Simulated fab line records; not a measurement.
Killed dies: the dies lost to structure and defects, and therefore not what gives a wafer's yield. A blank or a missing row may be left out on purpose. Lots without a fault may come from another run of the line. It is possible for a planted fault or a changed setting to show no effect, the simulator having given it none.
Struck lot and sound lot, side by side ; flow n5Finfet ; 16 steps out of a route of 1938
Sound: the wafers L192.1, L192.3, L192.5. Struck: wafer L206.6. (L206.4 of the same lot was not struck and is left out.) The cause comes at the end.
At each step with rows: each side's tool, then ch and its chambers, then its first start. Under that, the readings that differ: sound wafers ; struck wafers ; difference of the means ; sigmas: that difference in standard deviations of wafers without a fault.
alike: readings with means less than 2 such deviations apart, plus words and numbers identical on both sides. not compared: withheld readings, readings lacking a value on some wafer, bounds such as >300 that could conceal the same value, and numbers that have no deviation in the record and whose values overlap.
Wherever a step has rows on one side only, a row that says differs or no value, or a row with sigmas, the two part there. Numbers that have no deviation but don't overlap get no sigmas and don't part them. A reading missing from all wafers of one side parts the sides only when that side holds two or more wafers.

first, 2 steps without rows for these wafers: N5_BEOL_M1_SPUTTER_90 (material Cu, target thk 4.5 nm, time 8.29 s); N5_BEOL_M1_ANNEAL_91 (time 240 s).
N5_BEOL_M1_SPUTTER_92: material Cu, target thk 4.5 nm, time 8.29 s.
  struck on pvdSputter-03, day 10 00:11; sound on pvdSputter-03, day 6 12:50
  alike: throttleValvePct
N5_BEOL_M1_ANNEAL_93: time 240 s.
  struck on pvdSputter-03, day 10 00:16; sound on pvdSputter-03, day 6 12:55
  alike: heaterPowerW
N5_BEOL_M1_SPUTTER_94: material Cu, target thk 4.5 nm, time 8.29 s.
  struck on pvdSputter-03, day 10 00:24; sound on pvdSputter-03, day 6 13:04
  alike: throttleValvePct
then, 1 step without rows for these wafers: N5_BEOL_M1_ANNEAL_95 (time 240 s).
N5_BEOL_M1_SPUTTER_96: material Cu, target thk 4.5 nm, time 8.29 s.
  struck on pvdSputter-03, day 10 00:37; sound on pvdSputter-03, day 6 13:17
  alike: throttleValvePct
then, 1 step without rows for these wafers: N5_BEOL_M1_ECD_50 (material Cu, target thk 300 nm).
N5_BEOL_M1_ANNEAL_51: time 90 s.
  sound on rtpAnneal-02 ch 0, day 6 13:29; struck on rtpAnneal-02 ch 0, day 10 03:41
  alike: wafer_temp_C_max
then, 1 step without rows for these wafers: N5_BEOL_M1_CMP_52 (polishes, stops on SiOC, t overpolish 6.8 s, target thk 40 nm).
N5_BEOL_M1_THK_MEAS_53: measures by xrf.
  struck on filmMetro-01, day 10 04:09; sound on filmMetro-01, day 6 14:04
  alike: M1_THK
then, 1 step without rows for these wafers: N5_BEOL_M1_PRE_CLEAN_60 (time 15 s).
N5_BEOL_M1_CO_CAP_55: material Co, precursor CCTBA/H2, target thk 2 nm, time 102.1 s.
  sound on cvdCo-01 ch 0,1,2, day 6 14:09; struck on cvdCo-01 ch 1, day 10 04:16
reading;sound;struck;difference;sigmas
runLengthS (s);124.6 125.9 125.2;172.9;+47.7;+99 or more
model.Co_of_BEOL_M1_CO_CAP_55.thkNm (nm);1.8 1.8 2;2.8;+0.9;
  alike: heaterPowerW
  not compared: sinceWetCleanH
then, 1 step without rows for these wafers: N5_BEOL_M1_PRE_CLEAN_56 (time 15 s).
N5_BEOL_M4_RC_MEAS_101:
  sound on prober-01 ch 0, day 7 23:49; struck on prober-01 ch 0, day 11 16:33
  alike: DIBL_N, DIBL_P, IOFF_N, IOFF_P, ION_N, ION_P, SS_N, SS_P, VT_N, VT_P
next, for these wafers, 1 step has no rows: N5_PASSIVATION_PROBE_49.

WHERE THEY PART
Only at N5_BEOL_M1_CO_CAP_55, within this record. Later steps at which nothing parts them and some readings are alike: N5_BEOL_M4_RC_MEAS_101.

WHY: what had been put in by the simulator
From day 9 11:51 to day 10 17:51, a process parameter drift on cvdCo-01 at N5_BEOL_M1_CO_CAP_55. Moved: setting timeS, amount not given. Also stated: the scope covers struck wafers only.
